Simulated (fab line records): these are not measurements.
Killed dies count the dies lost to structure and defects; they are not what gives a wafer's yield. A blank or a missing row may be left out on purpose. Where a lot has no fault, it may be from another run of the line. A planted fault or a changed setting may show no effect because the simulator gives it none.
Struck lot and sound lot, side by side | flow nand-harc | 14 out of 1159 route steps
Sound: the wafers L630.1, L630.5, L630.6. Wafers struck: L635.2, L635.3, L635.4. The cause is named last.
Per side, at each step with rows, come the tool, then ch with its chambers, and then its first start. Under that, the readings that differ: sound wafers | struck wafers | difference of the means | sigmas: that difference in standard deviations of wafers without a fault.
alike: same words and numbers on both sides, and readings whose means sit less than 2 such deviations apart. not compared: any withheld reading, any reading some wafer has no value for, any bound like >300 that may hide the same value, and any number with overlapping values for which the record gives no deviation.
The two part at a step that has a row with sigmas, a row that says differs or no value, or rows on one side only. Numbers that have no deviation but don't overlap get no sigmas and don't part them. Lack of a reading on every wafer of one side parts them only where that side has two or more wafers.

first, 5 steps without rows for these wafers: NHARC_P_GATE_SOFTBAKE_86 (time 95 s); NHARC_P_GATE_EBR_87; NHARC_P_GATE_EXPOSE_88 (exposes mask P HVN, target cd 2000 nm); NHARC_P_GATE_PEB_89 (peb time 85 s); NHARC_P_GATE_DEVELOP_90 (time 70 s).
NHARC_P_GATE_CD_MEAS_91: the cd target is 2000 nm.
  sound on cd-sem-01 ch 0, day 6 07:34; struck on cd-sem-03 ch 0, day 7 16:57
  alike: cd-nm
then, 1 step without rows for these wafers: NHARC_P_GATE_HARDBAKE_92 (time 80 s).
NHARC_P_GATE_DESCUM_93: chemistry O2, time 3 s.
  sound on rie-diel-12 ch 0,2,3, day 6 07:44; struck on rie-diel-02 ch 0,1,3, day 7 17:07
  alike: drypump-motor-current-A, oes-product-au, rf-vpp-V, showerhead-plenum-p-Torr, throttle-valve-pct
  not compared: rf-hours-counter-h
next, for these wafers, 1 step has no rows: NHARC_P_GATE_IMPLANT_94.
NHARC_P_GATE_STRIP_113: strips in N2/H2, time 740 s.
  sound on plasma-asher-02 ch 0,1, day 6 08:05; struck on plasma-asher-02 ch 0,1, day 7 17:36
  alike: drypump-motor-current-A, heater-power-w
  not compared: rf-hours-counter-h
NHARC_P_GATE_STRIP_95: strips in O2.
  sound on plasma-asher-02 ch 0,1, day 6 08:48; struck on plasma-asher-02 ch 0,1, day 7 18:12
  alike: drypump-motor-current-A, heater-power-w
  not compared: rf-hours-counter-h
then, 1 step without rows for these wafers: NHARC_P_GATE_STRIP_96 (strips in SPM, time 900 s).
NHARC_P_GATE_RTA_64: time 1 s.
  struck on rtp-anneal-01, day 7 18:47; sound on rtp-anneal-02 ch 0, day 6 09:23
  no value came back on the struck wafers for anneal-temp-c-max, lamp-power-pct (%), lamp_zone_1_pct (%), wafer_temp_C_max; on the sound wafers anneal-temp-c-max reads 1053.8 1053.4 1054.1
then, 1 step without rows for these wafers: NHARC_P_GATE_ETCH_77 (etches SiO2 in dHF, target depth 6 nm).

WHERE THEY PART
Within this record, at NHARC_P_GATE_RTA_64 only.

WHY: whatever the simulator had introduced
Entire step skipped (rtp-anneal-01, NHARC_P_GATE_RTA_64), from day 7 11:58 onward. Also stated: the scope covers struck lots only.
